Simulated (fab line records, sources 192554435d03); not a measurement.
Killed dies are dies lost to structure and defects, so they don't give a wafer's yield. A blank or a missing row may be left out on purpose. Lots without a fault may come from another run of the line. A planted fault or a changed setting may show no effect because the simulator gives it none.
Which tool did it? | flow n5_finfet | 12 lots, 36 wafers sampled, at 3 steps of a route of 1938

WHAT THE GAUGES READ, wafer by wafer
N5_MOL_CONTACT_COAG_OVL_MEAS_41.
lot  | measured     | on         | VD_OVL (nm)
L075 | day 5 15:16  | overlay-01 | -0.1 -0.9 -0.7
L077 | day 6 00:11  | overlay-02 | -0.2 0.0 0.4
L079 | day 6 18:43  | overlay-02 | -1.1 -0.7 -0.4
L081 | day 7 03:20  | overlay-01 | 0.8 0.2 -0.7
L083 | day 7 10:15  | overlay-02 | 0.4 -1.0 -0.6
L085 | day 7 22:26  | overlay-01 | 0.3 0.1 0.5
L087 | day 8 05:30  | overlay-02 | 0.2 1.1 -0.5
L089 | day 9 05:19  | overlay-01 | -0.8 -1.0 0.3
L092 | day 9 15:26  | overlay-01 | -1.1 -0.7 0.5
L093 | day 9 22:53  | overlay-02 | 0.9 1.3 1.8
L095 | day 10 22:46 | overlay-02 | -0.1 0.9 0.7
L096 | day 11 10:21 | overlay-01 | -1.1 -1.0 -1.5

WHICH TOOL RAN EACH LOT (tool, then ch and the chambers of the sampled wafers, then the start)
lot  | N5_MOL_CONTACT_COAG_STRIP_98       | N5_MOL_CONTACT_COAG_ALD_27
L075 | rie_diel-03 ch 0,1, day 5 00:37    | ald_sin-03 ch 1,2, day 5 09:20
L077 | rie_diel-02 ch 0,2,3, day 5 13:18  | ald_sin-03 ch 1,2, day 5 19:13
L079 | rie_diel-03 ch 1,2,3, day 6 09:26  | ald_sin-02 ch 0,1,2, day 6 14:20
L081 | rie_diel-06 ch 1,3, day 6 16:51    | ald_sin-01 ch 0,1,2, day 6 22:44
L083 | rie_diel-02 ch 0,1,3, day 7 00:02  | ald_sin-02 ch 0,2,3, day 7 06:07
L085 | rie_diel-03 ch 1,2,3, day 7 11:25  | ald_sin-02 ch 0,1,2, day 7 18:09
L087 | rie_diel-02 ch 0,3, day 7 21:02    | ald_sin-01 ch 1,2,3, day 8 01:08
L089 | rie_diel-03 ch 1,2,3, day 8 16:37  | ald_sin-03 ch 0,1, day 9 00:59
L092 | rie_diel-03 ch 1,2,3, day 9 04:32  | ald_sin-03 ch 0,1,2, day 9 11:25
L093 | rie_diel-06 ch 1,2,3, day 9 11:47  | ald_sin-03 ch 0,1,2, day 9 18:39
L095 | rie_diel-06 ch 0,1,2, day 10 08:38 | ald_sin-02 ch 0,2,3, day 10 18:02
L096 | rie_diel-03 ch 0,1,3, day 10 21:34 | ald_sin-02 ch 1,2,3, day 11 04:49
- N5_MOL_CONTACT_COAG_STRIP_98: strips in N2/H2.
- N5_MOL_CONTACT_COAG_ALD_27: deposits SiOC, target thk 17 nm, pulse time 1.5 s, time 2720 s.

THE ANSWER, worked out from the rows above alone
Rule: what is usual is taken from the lots themselves. Put in order of their means at a reading, lots are off if they are a third of the lots or fewer, leave a main group of 4 or more, and stand apart from it by a gap of 3 or more times the standard deviation of the main group's means; of several such gaps the widest counts. A main group whose means are all the same, to the digits that the tables above print for the reading, isn't used. A lot without any number at a reading at which 4 lots or more have one is off too. The other lots that the step has rows for count as sound.
No lot is off at any reading shown: from this, nothing can be told.

WHAT THE SIMULATOR HAD PUT IN
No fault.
